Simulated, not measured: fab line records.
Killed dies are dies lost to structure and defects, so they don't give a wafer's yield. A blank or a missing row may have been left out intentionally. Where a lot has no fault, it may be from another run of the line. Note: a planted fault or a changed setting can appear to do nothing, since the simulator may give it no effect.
fab line records + flow n5_finfet
record
- lots=10
- wafers=29
- last_day=18
route steps=1938 shown ZERO_LAYER@15 WELL_APT@29 BEOL_M4@1111
lots that met no fault: taken from a fault-free run of the same line
start_h: start of the lot's first displayed wafer, in hours after the record's first day + wait_h: hours since the lot's step before + " identical to the entry in the row above + L1.1+2: one row covering several wafers at once + - no value, or no start given + * or withheld: withheld + < > ~ a bound
route shown NAME@n: a module of which the file shows steps, and the number in the route of the first + usual: mean and standard deviation over wafers with no fault + same: alike in all rows + chamber/n: place in a boat + sites: the reading at each site + _std_site: the standard deviation of these + _edge_site: outer sites' mean less inner sites' + radius_mm: how far each site lies from the wafer's centre + mask NAME#n: copy n + behind: the tool/chamber that last shaped the wafer + hold: reason for holding the lot/hours on hold/outcome of the hold + device: the n, p or np transistor that did not switch + end of line: at the end of the route, the tests of the same wafers + a step given without rows: its recipe and nothing more + killed: the dies lost at the first sort to structure and to defects; this is not the yield of the wafer + map: a wafer's dies, x killed, . not, _ none there
set.NAME: the setting that was run; set.NAME@STEP: the one run at that earlier step + model.NAME: the simulator's own value behind a step, which no gauge read
steps of the route over a sample of lots; a table a step, a row a wafer
services: from which hour (start_h, from the record's first day; less than 0 if before it) a tool's chamber was out of use, for how many hours, and why
## steps
# step N5_ZERO_LAYER_ETCH_17
# recipe
- chemistry=CF4
- target=SiO2
- target_depth_a=120
- time_s=13.3
- ion_energy_ev=350
- pressure_mtorr=40
- source_w=450
- bias_w=215
- Ar_flow_sccm=100
- cf4_flow_sccm=100
# usual
- drypump_motor_current_A=5.8/0.55
- oes_product_au=0.76/0.068
- rf_fwd_power_W=446.2/1.5
- rf_vpp_V=950/4.5
- showerhead_plenum_p_Torr=2.16/0.071
- throttle_valve_pct=15.61/0.19
| lot.wafer | tool        | chamber | start_h | wait_h | drypump_motor_current_A | oes_product_au | rf_fwd_power_W | rf_hours_counter_h | rf_vpp_V | showerhead_plenum_p_Torr | throttle_valve_pct |
|-----------|-------------|---------|---------|--------|-------------------------|----------------|----------------|--------------------|----------|--------------------------|--------------------|
| L242.3    | rie_diel-06 | 1       | 18.74   | 0.0    | 5.4                     | 0.94           | 443.6          | 7                  | 951      | 2.18                     | 15.13              |
| L242.4    | "           | 2       | "       | "      | 6.2                     | 0.69           | 445.8          | -                  | 946      | 2.11                     | 16.12              |
| L242.5    | "           | 1       | "       | "      | 5.4                     | 0.93           | 443.7          | -                  | 951      | 2.18                     | 15.12              |
| L246.1    | rie_diel-02 | 0       | 42.84   | 0.0    | 6.4                     | 0.74           | 448.8          | 223                | 953      | 2.21                     | 15.76              |
| L246.3    | "           | 2       | "       | "      | 6.3                     | 0.78           | 446.3          | 142                | 945      | 2.06                     | 15.55              |
| L246.4    | "           | 3       | "       | "      | 6.4                     | 0.72           | 445.1          | 148                | 948      | 2.15                     | 15.64              |
| L248.2    | rie_diel-02 | 3       | 54.72   | 0.0    | 6.4                     | 0.72           | 445.2          | 150                | 950      | 2.15                     | 15.65              |
| L248.3    | "           | 1       | "       | "      | 5.1                     | 0.73           | 446.7          | 187                | 953      | 2.22                     | 15.46              |
| L248.6    | "           | 3       | "       | "      | 6.4                     | 0.72           | 443.6          | -                  | 950      | 2.15                     | 15.63              |
| L249.1    | rie_diel-06 | 0       | 60.89   | 0.0    | 5.9                     | 0.74           | 445.7          | 157                | 954      | 2.22                     | 15.79              |
| L249.4    | "           | 3       | "       | "      | 5.2                     | 0.77           | 444.8          | -                  | 944      | 2.05                     | 15.50              |
| L249.5    | "           | 0       | "       | "      | 5.9                     | 0.74           | 447.3          | -                  | 952      | 2.22                     | 15.79              |
| L252.1    | rie_diel-02 | 3       | 79.01   | 0.0    | 6.5                     | 0.70           | 447.3          | 158                | 949      | 2.14                     | 15.66              |
| L252.5    | "           | 3       | "       | "      | 6.4                     | 0.71           | 446.3          | -                  | 949      | 2.14                     | 15.66              |
| L256.3    | rie_diel-04 | 3       | 102.94  | 0.0    | 5.9                     | 0.69           | 448.3          | 209                | 942      | 2.05                     | 15.78              |
| L256.5    | "           | 2       | "       | "      | 4.9                     | 0.76           | 447.7          | -                  | 952      | 2.22                     | 15.69              |
| L256.6    | "           | 3       | "       | "      | 5.9                     | 0.69           | 447.7          | -                  | 943      | 2.05                     | 15.80              |
| L257.1    | rie_diel-02 | 2       | 108.71  | 0.0    | 6.3                     | 0.75           | 447.4          | 163                | 943      | 2.05                     | 15.59              |
| L257.4    | "           | 0       | "       | "      | 6.4                     | 0.71           | 445.1          | 243                | 953      | 2.20                     | 15.80              |
| L257.5    | "           | 2       | "       | "      | 6.4                     | 0.75           | 446.7          | -                  | 946      | 2.05                     | 15.59              |
| L260.1    | rie_diel-04 | 1       | 126.86  | 0.0    | 6.3                     | 0.73           | 446.7          | 180                | 955      | 2.23                     | 15.50              |
| L260.2    | "           | 3       | "       | "      | 5.9                     | 0.69           | 444.7          | 217                | 939      | 2.05                     | 15.81              |
| L260.6    | "           | 2       | "       | "      | 4.9                     | 0.74           | 449.1          | -                  | 955      | 2.22                     | 15.68              |
| L263.1    | rie_diel-02 | 2       | 144.86  | 0.0    | 6.3                     | 0.74           | 447.8          | 174                | 945      | 2.05                     | 15.61              |
| L263.2    | "           | 1       | "       | "      | 5.1                     | 0.71           | 446.2          | 215                | 951      | 2.21                     | 15.53              |
| L263.4    | "           | 1       | "       | "      | 5.1                     | 0.71           | 447.0          | -                  | 953      | 2.21                     | 15.54              |
| L264.3    | rie_diel-02 | 3       | 151.37  | 0.0    | 6.5                     | 0.71           | 444.8          | 182                | 947      | 2.14                     | 15.72              |
| L264.4    | "           | 2       | "       | "      | 6.3                     | 0.76           | 447.4          | 176                | 941      | 2.05                     | 15.62              |
| L264.6    | "           | 2       | "       | "      | 6.3                     | 0.75           | 446.9          | -                  | 943      | 2.05                     | 15.63              |
# step N5_ZERO_LAYER_ETCH_18
# recipe
- chemistry=HBr/Cl2
- target=Si
- target_depth_a=1200
- time_s=40
- pressure_mtorr=10
- icp_w=800
- bias_w=75
- HBr_flow_sccm=150
- Cl2_flow_sccm=80
# usual
- drypump_motor_current_A=5.5/0.6
- mfc_cl2_sccm=79.99/0.25
- oes_product_au=1.002/0.012
- rf_fwd_power_W=795.5/2.6
- throttle_valve_pct=36.3/0.34
| lot.wafer | tool      | chamber | start_h | wait_h | drypump_motor_current_A | mfc_cl2_sccm | oes_product_au | rf_fwd_power_W | rf_hours_counter_h | throttle_valve_pct |
|-----------|-----------|---------|---------|--------|-------------------------|--------------|----------------|----------------|--------------------|--------------------|
| L242.3    | rie_si-05 | 1       | 18.81   | 0.0    | 4.9                     | 80.02        | 0.994          | 799.2          | 1                  | 36.5               |
| L242.4    | "         | 0       | "       | "      | 5.6                     | 79.59        | 1.016          | 796.2          | -                  | 36.3               |
| L242.5    | "         | 1       | "       | "      | 4.9                     | 79.75        | 0.992          | 796.9          | -                  | 36.5               |
| L246.1    | rie_si-05 | 0       | 42.91   | 0.0    | 5.6                     | 79.97        | 1.015          | 794.5          | 92                 | 36.3               |
| L246.3    | "         | 2       | "       | "      | 6.4                     | 80.07        | 1.010          | 792.0          | 141                | 36.3               |
| L246.4    | "         | 3       | "       | "      | 5.6                     | 79.82        | 1.001          | 794.4          | 1                  | 36.2               |
| L248.2    | rie_si-04 | 0       | 54.79   | 0.0    | 6.2                     | 80.46        | 1.010          | 789.6          | 188                | 36.1               |
| L248.3    | "         | 1       | "       | "      | 5.8                     | 79.53        | 1.010          | 790.0          | 30                 | 36.5               |
| L248.6    | "         | 2       | "       | "      | 4.7                     | 80.38        | 0.997          | 800.7          | -                  | 36.8               |
| L249.1    | rie_si-03 | 2       | 60.96   | 0.0    | 4.9                     | 80.56        | 0.979          | 800.7          | 13                 | 36.3               |
| L249.4    | "         | 3       | "       | "      | 6.0                     | 80.47        | 0.985          | 793.1          | 19                 | 36.3               |
| L249.5    | "         | 2       | "       | "      | 4.9                     | 80.56        | 0.989          | 797.8          | -                  | 36.3               |
| L252.1    | rie_si-04 | 1       | 79.08   | 0.0    | 5.8                     | 80.11        | 1.006          | 794.2          | 31                 | 36.4               |
| L252.5    | "         | 0       | "       | "      | 6.3                     | 80.08        | 1.003          | 795.7          | -                  | 36.1               |
| L256.3    | rie_si-04 | 0       | 103.02  | 0.0    | 6.2                     | 80.40        | 1.008          | 797.7          | 189                | 36.1               |
| L256.5    | "         | 3       | "       | "      | 4.7                     | 80.09        | 1.001          | 794.2          | -                  | 35.5               |
| L256.6    | "         | 2       | "       | "      | 4.7                     | 79.61        | 1.000          | 798.7          | -                  | 36.8               |
| L257.1    | rie_si-04 | 0       | 108.79  | 0.0    | 6.3                     | 79.92        | 1.004          | 788.9          | 189                | 36.1               |
| L257.4    | "         | 1       | "       | "      | 5.8                     | 79.89        | 1.003          | 795.7          | 31                 | 36.5               |
| L257.5    | "         | 2       | "       | "      | 4.7                     | 79.73        | 1.001          | 796.0          | -                  | 36.8               |
| L260.1    | rie_si-05 | 3       | 126.93  | 0.0    | 5.6                     | 79.80        | 1.001          | 798.9          | 2                  | 36.2               |
| L260.2    | "         | 0       | "       | "      | 5.6                     | 80.25        | 1.021          | 797.4          | 94                 | 36.3               |
| L260.6    | "         | 3       | "       | "      | 5.7                     | 80.05        | 1.006          | 796.9          | -                  | 36.2               |
| L263.1    | rie_si-04 | 0       | 144.93  | 0.0    | 6.2                     | 79.91        | 0.999          | 789.9          | 190                | 36.1               |
| L263.2    | "         | 1       | "       | "      | 5.8                     | 80.60        | 1.009          | 601.6          | 32                 | 36.5               |
| L263.4    | "         | 2       | "       | "      | 4.7                     | 79.85        | 1.010          | 793.9          | 138                | 36.8               |
| L264.3    | rie_si-04 | 1       | 151.44  | 0.0    | 5.8                     | 79.96        | 1.011          | 602.5          | 32                 | 36.5               |
| L264.4    | "         | 0       | "       | "      | 6.2                     | 79.78        | 0.999          | 798.2          | 190                | 36.1               |
| L264.6    | "         | 1       | "       | "      | 5.8                     | 79.88        | 1.002          | 606.5          | -                  | 36.5               |
# step N5_WELL_APT_OVL_MEAS_09
# recipe
- points_per_wafer=44
# usual
- NWELL_OVL=-4/6.1
| lot.wafer | tool       | chamber | start_h | wait_h | NWELL_OVL[nm] |
|-----------|------------|---------|---------|--------|---------------|
| L242.3    | overlay-01 | 0       | 19.74   | 0.0    | 4             |
| L242.4    | "          | 0       | "       | "      | 1             |
| L242.5    | "          | 0       | "       | "      | 1             |
| L246.1    | overlay-01 | 0       | 43.71   | 0.0    | 6             |
| L246.3    | "          | 0       | "       | "      | 5             |
| L246.4    | "          | 0       | "       | "      | 0             |
| L248.2    | overlay-02 | 0       | 55.59   | 0.0    | -3            |
| L248.3    | "          | 0       | "       | "      | -4            |
| L248.6    | "          | 0       | "       | "      | 3             |
| L249.1    | overlay-02 | 0       | 61.76   | 0.0    | -2            |
| L249.4    | "          | 0       | "       | "      | 1             |
| L249.5    | "          | 0       | "       | "      | -7            |
| L252.1    | overlay-02 | 0       | 79.89   | 0.0    | -4            |
| L252.5    | "          | 0       | "       | "      | -9            |
| L256.3    | overlay-02 | 0       | 103.94  | 0.0    | -5            |
| L256.5    | "          | 0       | "       | "      | -1            |
| L256.6    | "          | 0       | "       | "      | -3            |
| L257.1    | overlay-01 | 0       | 109.60  | 0.0    | -14           |
| L257.4    | "          | 0       | "       | "      | -10           |
| L257.5    | "          | 0       | "       | "      | -9            |
| L260.1    | overlay-02 | 0       | 127.75  | 0.0    | -3            |
| L260.2    | "          | 0       | "       | "      | -6            |
| L260.6    | "          | 0       | "       | "      | -8            |
| L263.1    | overlay-02 | 0       | 145.76  | 0.0    | 5             |
| L263.2    | "          | 0       | "       | "      | -2            |
| L263.4    | "          | 0       | "       | "      | 5             |
| L264.3    | overlay-01 | 0       | 152.49  | 0.0    | -14           |
| L264.4    | "          | 0       | "       | "      | -14           |
| L264.6    | "          | 0       | "       | "      | -18           |
# step N5_WELL_APT_CD_MEAS_25
# recipe
- target_cd_nm=200
- landing_energy_ev=500
- detector=se_inlens
# usual
- cd_nm=201/3.2
| lot.wafer | tool      | chamber | start_h | wait_h | cd_nm |
|-----------|-----------|---------|---------|--------|-------|
| L242.3    | cd_sem-01 | 0       | 20.83   | -      | 203   |
| L242.4    | "         | 0       | "       | "      | 200   |
| L242.5    | "         | 0       | "       | "      | 203   |
| L246.1    | cd_sem-02 | 0       | 45.07   | -      | 200   |
| L246.3    | "         | 0       | "       | "      | 204   |
| L246.4    | "         | 0       | "       | "      | 208   |
| L248.2    | cd_sem-03 | 0       | 57.31   | -      | 209   |
| L248.3    | "         | 0       | "       | "      | 200   |
| L248.6    | "         | 0       | "       | "      | 204   |
| L249.1    | cd_sem-01 | 0       | 62.97   | -      | 198   |
| L249.4    | "         | 0       | "       | "      | 196   |
| L249.5    | "         | 0       | "       | "      | 199   |
| L252.1    | cd_sem-02 | 0       | 81.13   | -      | 203   |
| L252.5    | "         | 0       | "       | "      | 201   |
| L256.3    | cd_sem-01 | 0       | 105.20  | -      | 199   |
| L256.5    | "         | 0       | "       | "      | 198   |
| L256.6    | "         | 0       | "       | "      | 197   |
| L257.1    | cd_sem-02 | 0       | 111.04  | -      | 201   |
| L257.4    | "         | 0       | "       | "      | 204   |
| L257.5    | "         | 0       | "       | "      | 203   |
| L260.1    | cd_sem-03 | 0       | 128.84  | -      | 201   |
| L260.2    | "         | 0       | "       | "      | 200   |
| L260.6    | "         | 0       | "       | "      | 198   |
| L263.1    | cd_sem-02 | 0       | 147.30  | -      | 202   |
| L263.2    | "         | 0       | "       | "      | 204   |
| L263.4    | "         | 0       | "       | "      | 204   |
| L264.3    | cd_sem-03 | 0       | 153.58  | -      | 203   |
| L264.4    | "         | 0       | "       | "      | 203   |
| L264.6    | "         | 0       | "       | "      | 199   |
# step N5_BEOL_M4_RC_MEAS_101
# usual
- DIBL_N=37.0/2.3
- DIBL_P=37.3/2.8
- IOFF_N=0.17/0.046
- IOFF_P=0.23/0.054
- ION_N=675/14
- ION_P=460/9.3
- SS_N=71.7/0.73
- SS_P=73.6/0.95
- VT_N=249/3.9
- VT_P=-250/3.9
| lot.wafer | tool      | chamber | start_h | wait_h | DIBL_N[mV/V] | DIBL_P[mV/V] | IOFF_N[nA/um] | IOFF_P[nA/um] | ION_N[uA/um] | ION_P[uA/um] | SS_N[mV/dec] | SS_P[mV/dec] | VT_N[mV] | VT_P[mV] |
|-----------|-----------|---------|---------|--------|--------------|--------------|---------------|---------------|--------------|--------------|--------------|--------------|----------|----------|
| L242.3    | prober-02 | 0       | 170.31  | 0.3    | 37.4         | 37.6         | 0.19          | 0.22          | 677          | 457          | 72.1         | 73.7         | 250      | -249     |
| L242.4    | "         | 0       | "       | "      | 36.8         | 37.4         | 0.17          | 0.22          | 667          | 453          | 71.1         | 75.0         | 249      | -251     |
| L242.5    | "         | 0       | "       | "      | 39.6         | 40.9         | 0.25          | 0.29          | 688          | 457          | 72.2         | 76.1         | 245      | -248     |
| L246.1    | prober-01 | 0       | 201.22  | 0.0    | 36.5         | 38.2         | 0.19          | 0.25          | 691          | 469          | 72.1         | 73.1         | 246      | -247     |
| L246.3    | "         | 0       | "       | "      | 34.8         | 36.0         | 0.14          | 0.21          | 653          | 455          | 71.9         | 71.4         | 251      | -248     |
| L246.4    | "         | 0       | "       | "      | 40.1         | 43.2         | 0.28          | 0.37          | 701          | 483          | 72.7         | 74.5         | 242      | -242     |
| L248.2    | prober-01 | 0       | 209.41  | 0.2    | 38.8         | 39.2         | 0.20          | 0.20          | 683          | 455          | 72.3         | 74.2         | 248      | -256     |
| L248.3    | "         | 0       | "       | "      | 38.9         | 40.6         | 0.21          | 0.22          | 690          | 460          | 72.4         | 74.7         | 246      | -253     |
| L248.6    | "         | 0       | "       | "      | 37.1         | 38.9         | 0.19          | 0.21          | 679          | 456          | 71.8         | 74.2         | 247      | -255     |
| L249.1    | prober-01 | 0       | 221.92  | 0.0    | 38.9         | 41.4         | 0.20          | 0.29          | 679          | 467          | 71.3         | 74.8         | 248      | -246     |
| L249.4    | "         | 0       | "       | "      | 37.5         | 38.2         | 0.16          | 0.23          | 682          | 470          | 72.1         | 74.1         | 249      | -250     |
| L249.5    | "         | 0       | "       | "      | 38.8         | 40.7         | 0.21          | 0.28          | 691          | 474          | 72.2         | 74.7         | 248      | -246     |
| L252.1    | prober-01 | 0       | 235.41  | 0.0    | 37.4         | 35.9         | 0.17          | 0.19          | 670          | 458          | 71.4         | 73.9         | 247      | -251     |
| L252.5    | "         | 0       | "       | "      | 37.1         | 36.5         | 0.15          | 0.20          | 650          | 450          | 71.0         | 72.9         | 252      | -251     |
| L256.3    | prober-01 | 0       | 275.61  | 0.3    | 36.8         | 37.9         | 0.16          | 0.22          | 677          | 459          | 71.4         | 72.9         | 249      | -250     |
| L256.5    | "         | 0       | "       | "      | 39.9         | 41.1         | 0.19          | 0.27          | 679          | 466          | 72.4         | 74.2         | 248      | -249     |
| L256.6    | "         | 0       | "       | "      | 36.6         | 36.6         | 0.16          | 0.19          | 673          | 457          | 71.0         | 73.1         | 248      | -252     |
| L257.1    | prober-01 | 0       | 285.46  | 0.0    | 39.3         | 41.4         | 0.23          | 0.26          | 687          | 465          | 72.8         | 74.4         | 246      | -248     |
| L257.4    | "         | 0       | "       | "      | 41.2         | 44.0         | 0.28          | 0.32          | 704          | 470          | 73.7         | 75.4         | 241      | -245     |
| L257.5    | "         | 0       | "       | "      | 36.0         | 36.5         | 0.16          | 0.19          | 681          | 456          | 71.7         | 73.3         | 248      | -253     |
| L260.1    | prober-02 | 0       | 288.93  | 0.0    | 36.2         | 33.2         | 0.15          | 0.18          | 670          | 456          | 71.6         | 72.5         | 253      | -253     |
| L260.2    | "         | 0       | "       | "      | 37.1         | 35.2         | 0.17          | 0.21          | 676          | 454          | 71.7         | 72.8         | 250      | -253     |
| L260.6    | "         | 0       | "       | "      | 35.3         | 33.1         | 0.13          | 0.18          | 677          | 466          | 70.6         | 73.1         | 252      | -250     |
| L264.3    | prober-01 | 0       | 318.13  | 0.3    | 37.3         | 38.5         | 0.16          | 0.18          | 675          | 450          | 72.0         | 74.2         | 252      | -257     |
| L264.4    | "         | 0       | "       | "      | 37.0         | 38.7         | 0.17          | 0.18          | 675          | 449          | 71.9         | 73.9         | 251      | -256     |
| L264.6    | "         | 0       | "       | "      | 33.1         | 34.3         | 0.10          | 0.13          | 656          | 445          | 70.3         | 72.1         | 256      | -258     |
| L263.1    | prober-02 | 0       | 319.71  | 0.0    | 37.7         | 38.9         | 0.19          | 0.28          | 670          | 460          | 72.9         | 73.9         | 249      | -247     |
| L263.2    | "         | 0       | "       | "      | 40.0         | 40.9         | 0.24          | 0.30          | 696          | 474          | 73.1         | 74.6         | 244      | -245     |
| L263.4    | "         | 0       | "       | "      | 35.8         | 37.0         | 0.15          | 0.23          | 677          | 471          | 71.6         | 73.2         | 250      | -248     |
## services
| tool        | chamber | start_h | hours | kind                          |
|-------------|---------|---------|-------|-------------------------------|
| rie_si-04   | 1       | -4.32   | 8.6   | repair                        |
| rie_diel-02 | -       | 0.18    | 4.3   | pm                            |
| rie_diel-06 | 3       | 10.86   | 14.6  | repair                        |
| rie_si-05   | 2       | 14.19   | 3.7   | repair                        |
| rie_si-05   | 3       | 16.40   | 13.6  | repair                        |
| rie_diel-02 | -       | 56.31   | 0.1   | repair                        |
| rie_diel-06 | 2       | 58.45   | -     | clean                         |
| rie_diel-06 | 2       | 58.45   | -     | consumable_replace:focus_ring |
| rie_diel-06 | 2       | 58.45   | 18.1  | scheduled_down                |
| rie_diel-06 | 2       | 58.45   | 18.1  | vent_cycle                    |
| rie_si-03   | 0       | 68.72   | 12.9  | repair                        |
| rie_diel-04 | 2       | 105.53  | 3.5   | repair                        |
| rie_diel-02 | 0       | 133.14  | -     | clean                         |
| rie_diel-02 | 0       | 133.14  | -     | consumable_replace:focus_ring |
| rie_diel-02 | 0       | 133.14  | 16.0  | scheduled_down                |
| rie_diel-02 | 0       | 133.14  | 16.0  | vent_cycle                    |
| rie_diel-04 | 2       | 140.05  | 19.5  | repair                        |
## key
first_sign
- step=N5_ZERO_LAYER_ETCH_18
- reading=rf_fwd_power_W
- direction=down
- sigmas=73
- usual=*
- struck=*
effect none on later readings
met_at N5_ZERO_LAYER_ETCH_18
struck_lots L263,L264
struck_wafers L263.2,L264.3,L264.6
not_acting_at N5_ZERO_LAYER_ETCH_17,N5_WELL_APT_OVL_MEAS_09,N5_WELL_APT_CD_MEAS_25
onset_between 108.79 144.93
fault
- kind=process_parameter_drift
- tool=rie_si-04
- chamber=1
- onset_h=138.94
- steps=N5_ZERO_LAYER_ETCH_18
- channel=icp_w
- offset=-192
- shape=step
- acts_in=these_recipes_only
- stated=800
